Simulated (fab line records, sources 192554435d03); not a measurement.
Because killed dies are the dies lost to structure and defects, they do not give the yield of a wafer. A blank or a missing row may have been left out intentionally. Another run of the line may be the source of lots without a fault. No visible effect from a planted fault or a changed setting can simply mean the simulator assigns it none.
The tool behind it: which one? -- flow n5_finfet -- 9 lots with 26 wafers sampled at 5 steps, on a route of 1938 steps

WHAT THE GAUGES SHOWED, per wafer
N5_BEOL_M4_RC_MEAS_101. Usual: DIBL_N 36.0 mV/V, standard deviation 1.9; DIBL_P 36.0 mV/V, standard deviation 2.1; IOFF_N 0.155 nA/um, standard deviation 0.029; IOFF_P 0.20 nA/um, standard deviation 0.032; ION_N 672 uA/um, standard deviation 11; ION_P 461 uA/um, standard deviation 6.9; SS_N 71.5 mV/dec, standard deviation 0.58; SS_P 73.2 mV/dec, standard deviation 0.64; VT_N 250.4 mV, standard deviation 2.9; VT_P -251.0 mV, standard deviation 2.8.
lot,measured,on,DIBL_N (mV/V),DIBL_P (mV/V),IOFF_N (nA/um),IOFF_P (nA/um),ION_N (uA/um),ION_P (uA/um),SS_N (mV/dec),SS_P (mV/dec),VT_N (mV),VT_P (mV),flag
L873,day 8 12:22,prober-02,34.5 35.0 35.1,33.8 35.0 34.7,0.124 0.131 0.136,0.16 0.17 0.16,676 659 661,455 446 451,70.4 71.1 70.7,72.2 72.5 72.9,254.2 253.3 251.9,-256.0 -252.8 -257.8,
L875,day 8 19:13,prober-01,34.9 35.2 36.4,34.6 35.3 35.9,0.145 0.160 0.168,0.22 0.22 0.22,661 670 669,457 462 460,71.4 71.6 72.3,72.4 73.1 72.6,249.4 245.6 247.4,-248.6 -248.3 -250.0,
L877,day 9 18:07,prober-01,34.8 36.1,34.1 35.2,0.124 0.143,0.19 0.20,666 660,460 460,71.1 71.8,72.9 73.1,252.0 251.5,-249.1 -249.3,
L884,day 10 21:57,prober-01,35.5 37.3 35.1,34.8 36.5 34.4,0.148 0.174 0.130,0.20 0.22 0.19,677 681 656,465 468 456,71.8 71.6 71.6,72.5 73.5 72.4,250.3 250.7 255.0,-251.6 -251.2 -252.9,
L885,day 11 09:58,prober-01,34.1 38.1 35.3,33.6 39.0 34.9,0.122 0.217 0.142,0.16 0.26 0.18,657 684 673,462 466 459,71.4 72.7 71.2,72.6 74.0 73.4,252.1 243.7 248.6,-255.5 -250.7 -252.9,
L890,day 12 21:11,prober-01,35.9 37.4 35.4,37.6 38.4 37.0,0.158 0.185 0.133,0.19 0.20 0.17,682 674 658,463 457 456,71.7 71.9 71.7,73.3 74.1 73.5,251.3 250.6 255.4,-253.3 -255.3 -255.4,
L892,day 13 00:13,prober-02,35.1 32.9 35.1,36.4 34.1 37.0,0.144 0.119 0.155,0.21 0.18 0.22,677 654 681,467 453 469,70.6 70.8 71.7,73.3 72.2 73.2,249.4 250.0 247.5,-251.5 -251.7 -249.1,
L894,day 14 00:02,prober-02,33.6 32.7 34.6,33.1 32.2 33.9,0.130 0.124 0.132,0.18 0.17 0.19,675 673 656,467 464 457,71.5 70.7 70.9,72.1 72.4 72.7,250.5 255.6 253.0,-250.3 -251.7 -251.1,
L896,day 13 23:31,prober-01,37.5 35.8 38.0,36.0 34.7 36.4,0.179 0.147 0.173,0.23 0.20 0.24,672 678 657,465 460 450,71.6 71.1 71.5,73.9 72.9 73.8,248.6 251.6 248.6,-246.8 -250.3 -252.1,

TOOL THAT RAN EACH LOT (tool first, then ch and the chambers of the sampled wafers, then the start)
lot,N5_MOL_CONTACT_COAG_ETCH_67,N5_MOL_CONTACT_COAG_VIA_ETCH_117,N5_MOL_CONTACT_COAG_CVD_140,N5_MOL_CONTACT_COAG_CMP_52
L873,"rie_diel-03 ch 0,1,2, day 5 05:51","rie_diel-03 ch 0,1,2, day 5 05:57","cvd_w-02 ch 0,1, day 5 06:31","cmp-02 ch 0,3, day 5 06:47"
L875,"rie_diel-02 ch 2,3, day 5 18:38","rie_diel-02 ch 2,3, day 5 18:46","cvd_w-01 ch 1, day 5 19:17","cmp-03 ch 0,1, day 5 19:36"
L877,"rie_diel-06 ch 1,3, day 6 06:19","rie_diel-06 ch 1,3, day 6 06:26","cvd_w-01 ch 0,1, day 6 06:55","cmp-03 ch 0,1, day 6 07:19"
L884,"rie_diel-06 ch 0,1,2, day 7 22:52","rie_diel-06 ch 0,1,2, day 7 23:00","cvd_w-02 ch 0,1, day 7 23:29","cmp-03 ch 2,3, day 7 23:48"
L885,"rie_diel-02 ch 0,1,3, day 8 11:01","rie_diel-02 ch 0,1,3, day 8 11:08","cvd_w-01 ch 0,1, day 8 11:42","cmp-03 ch 0,2, day 8 11:59"
L890,"rie_diel-03 ch 1,2,3, day 9 17:10","rie_diel-03 ch 1,2,3, day 9 17:17","cvd_w-01 ch 0,1, day 9 17:46","cmp-04 ch 0,1,3, day 9 18:08"
L892,"rie_diel-03 ch 0,1,2, day 9 23:29","rie_diel-03 ch 0,1,2, day 9 23:37","cvd_w-01 ch 0,1, day 10 00:06","cmp-02 ch 0,2,3, day 10 00:26"
L894,"rie_diel-06 ch 0,2, day 10 23:25","rie_diel-06 ch 0,2, day 10 23:33","cvd_w-01 ch 0,1, day 11 00:02","cmp-02 ch 0,1,3, day 11 00:26"
L896,"rie_diel-06 ch 1,2,3, day 11 06:40","rie_diel-06 ch 1,2,3, day 11 06:47","cvd_w-01 ch 1, day 11 07:26","cmp-04 ch 0,2, day 11 08:01"
- N5_MOL_CONTACT_COAG_ETCH_67: etches SOC in N2/H2, target depth 60 nm, overetch 21 nm, time 101.2 s.
- N5_MOL_CONTACT_COAG_VIA_ETCH_117: etches SiO2 in C4F6/O2, target depth 40 nm, overetch 8 nm, time 26 s.
- N5_MOL_CONTACT_COAG_CVD_140: deposits W, target thk 66.5 nm, time 215 s.
- N5_MOL_CONTACT_COAG_CMP_52: polishes, stops on SiO2, t overpolish 1.5 s, target thk 66.5 nm.

WHAT THE TOOLS THEMSELVES READ (means of the sampled wafers that have a number; where no wafer has one, the mark that the record gives instead)
N5_MOL_CONTACT_COAG_ETCH_67. Usual: drypump_motor_current_A 5.6 A, standard deviation 0.53; oes_product_au 0.69 a.u., standard deviation 0.053; rf_vpp_V 523.7 V, standard deviation 2.3; showerhead_plenum_p_Torr 2.53 Torr, standard deviation 0.077; throttle_valve_pct 17.72 %, standard deviation 0.26.
lot,tool,drypump_motor_current_A (A),oes_product_au (a.u.),rf_vpp_V (V),showerhead_plenum_p_Torr (Torr),throttle_valve_pct (%),flag
L873,rie_diel-03,5.7,0.76,526.5,2.63,17.31,
L875,rie_diel-02,5.3,0.71,525.3,2.61,17.85,
L877,rie_diel-06,5.7,0.67,523.0,2.50,17.93,
L884,rie_diel-06,5.5,0.68,520.7,2.45,17.74,
L885,rie_diel-02,5.3,0.67,524.9,2.56,17.89,
L890,rie_diel-03,5.9,0.69,525.1,2.57,17.52,
L892,rie_diel-03,5.7,0.71,526.0,2.62,17.36,
L894,rie_diel-06,5.9,0.69,520.7,2.46,17.76,
L896,rie_diel-06,5.6,0.65,521.8,2.48,17.89,

N5_MOL_CONTACT_COAG_VIA_ETCH_117. Usual: C4F6_flow_sccm 10.00 sccm, standard deviation 0.032; drypump_motor_current_A 5.6 A, standard deviation 0.53; oes_ar_750_au 0.82 a.u., standard deviation 0.064; oes_f_703_au 0.81 a.u., standard deviation 0.065; oes_product_au 0.74 a.u., standard deviation 0.057; rf_vpp_V 1588 V, standard deviation 30; showerhead_plenum_p_Torr 2.84 Torr, standard deviation 0.076; throttle_valve_pct 41.1 %, standard deviation 0.42.
lot,tool,C4F6_flow_sccm (sccm),drypump_motor_current_A (A),oes_ar_750_au (a.u.),oes_f_703_au (a.u.),oes_product_au (a.u.),rf_vpp_V (V),showerhead_plenum_p_Torr (Torr),throttle_valve_pct (%),flag
L873,rie_diel-03,10.00,5.7,0.91,0.90,0.81,1609,2.94,40.6,
L875,rie_diel-02,9.96,5.3,0.84,0.84,0.76,1558,2.90,41.1,
L877,rie_diel-06,10.02,5.8,0.78,0.78,0.70,1613,2.81,41.4,
L884,rie_diel-06,10.01,5.5,0.81,0.80,0.73,1595,2.76,41.3,
L885,rie_diel-02,9.99,5.3,0.78,0.76,0.71,1578,2.87,41.0,
L890,rie_diel-03,10.00,5.9,0.82,0.81,0.74,1593,2.87,40.8,
L892,rie_diel-03,9.96,5.7,0.85,0.83,0.76,1608,2.92,40.6,
L894,rie_diel-06,10.03,5.9,0.83,0.81,0.75,1570,2.78,41.5,
L896,rie_diel-06,9.98,5.7,0.77,0.76,0.69,1604,2.78,41.4,

N5_MOL_CONTACT_COAG_CVD_140. Usual: heater_power_w 480 W, standard deviation 34; susceptor_temp_C 300.01 C, standard deviation 0.18.
lot,tool,heater_power_w (W),susceptor_temp_C (C),flag
L873,cvd_w-02,428,300.04,
L875,cvd_w-01,497,300.04,
L877,cvd_w-01,488,299.91,
L884,cvd_w-02,456,300.06,
L885,cvd_w-01,494,300.06,
L890,cvd_w-01,500,299.91,
L892,cvd_w-01,506,299.80,
L894,cvd_w-01,499,300.05,
L896,cvd_w-01,505,300.28,

N5_MOL_CONTACT_COAG_CMP_52. Usual: motor_current_A 11.2 A, standard deviation 1.3; overpolish_run_s 1.502 s, standard deviation 0.0087; platen_rpm 50.29 rpm, standard deviation 0.034; time_to_endpoint_s 13.7 s, standard deviation 2.8.
lot,tool,motor_current_A (A),overpolish_run_s (s),platen_rpm (rpm),time_to_endpoint_s (s),flag
L873,cmp-02,10.3,1.507,50.28,12.2,
L875,cmp-03,11.8,1.498,50.31,13.2,
L877,cmp-03,11.7,1.502,50.30,12.0,
L884,cmp-03,11.8,1.501,48.30,10.8,OFF
L885,cmp-03,9.4,1.512,48.26,14.0,OFF
L890,cmp-04,11.6,1.502,50.33,15.6,
L892,cmp-02,11.1,1.506,50.28,15.2,
L894,cmp-02,11.0,1.502,50.27,9.6,
L896,cmp-04,10.5,1.501,50.28,17.2,

THE ANSWER, worked out from the rows above alone
Rule: a lot is off if the mean of its wafers that have a number lies more than 3 standard deviations from the usual mean. Also off: a lot with no number at a reading for which 4 or more lots have one. Where the step has rows for the other lots, those lots are counted as sound. The gauges are gone through in route order, then the tools' own readings, and for those a lot's mean is taken as printed above. The first step at which some lot is off is used, and at that step the reading that is off furthest; a lot without a number counts as furthest.
Off: L884, L885, at N5_MOL_CONTACT_COAG_CMP_52 (platen_rpm).
A tool fits if, at that step or a process step before it, it ran every lot that is off, and no sound lot after the first of them. One fits: cmp-03 at N5_MOL_CONTACT_COAG_CMP_52. Its last sound lot is L877 (day 6 07:19), its first lot that is off L884 (day 7 23:48): a fault that began between those two fits.
The tool's own readings at N5_MOL_CONTACT_COAG_CMP_52 bear it out: on the lots that are off they differ by more than 5 times the standard deviation of the sound lots' means. platen_rpm reads 48.28 rpm there against 50.29 rpm on the sound lots.

WHAT HAD BEEN PUT IN BY THE SIMULATOR
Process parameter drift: cmp-03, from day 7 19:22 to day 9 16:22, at N5_MOL_CONTACT_COAG_CMP_52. From 50.289, the setting platen_rpm moved by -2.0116. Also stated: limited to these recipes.
Shown lots that were struck: L884, L885. The rule above reached the same finding.
